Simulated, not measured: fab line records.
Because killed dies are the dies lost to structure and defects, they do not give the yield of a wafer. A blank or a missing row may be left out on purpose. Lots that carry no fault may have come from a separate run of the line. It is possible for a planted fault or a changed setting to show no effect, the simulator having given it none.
Chamber matching -- flow n5-finfet -- N5_BEOL_M3_CO_CAP_55 on cvd-co-02: 3 sister chambers
The step material Co, precursor CCTBA/H2, target thk 2 nm, time 102.1 s. 6 wafers are shown with their chamber, then 12 later ones without.

EACH WAFER AND ITS CHAMBER
wafer,chamber,heater-power-w (W),chamber-pressure-Torr (Torr)
L090.5,0,207,29.99
L091.4,2,258,29.98
L091.6,1,246,30.02
L094.1,0,209,30.02
L094.3,2,266,30.00
L094.4,1,248,29.96

WAFERS WHOSE CHAMBER IS MISSING
wafer,heater-power-w (W),chamber-pressure-Torr (Torr)
L093.1,253,29.93
L093.4,260,29.97
L093.6,248,30.05
L095.2,210,29.95
L095.3,249,29.91
L095.4,256,29.94
L096.3,267,30.00
L096.4,262,30.03
L096.5,208,30.03
L097.2,208,30.02
L097.3,253,29.77
L097.4,209,29.98

EACH ONE'S CHAMBER
wafer,from the rows above,in truth
L093.1,can't be placed: 1 or 2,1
L093.4,2,2
L093.6,1,1
L095.2,0,0
L095.3,can't be placed: 1 or 2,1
L095.4,can't be placed: 2 or 1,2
L096.3,2,2
L096.4,2,2
L096.5,0,0
L097.2,0,0
L097.3,can't be placed: 1 or 2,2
L097.4,0,0
Correctly placed: 8 of 12. Can't be placed from these rows: 4 (the true chamber is among the candidates in 4). Placed wrongly: 0.
How it was worked out, from the rows above alone: a wafer's distance from a chamber is the root of the sum, over the readings, of the square of ((its reading less the chamber's mean) divided by the reading's scatter). If the next closest chamber is less than 2 further off than the closest, the wafer can't be placed; otherwise it belongs to the closest. For every chamber, the mean is computed from those of its wafers that are shown. The scatter: take each reading less its chamber's mean, square it, sum over the shown wafers, divide by the number of wafers less the number of chambers, and take the root.
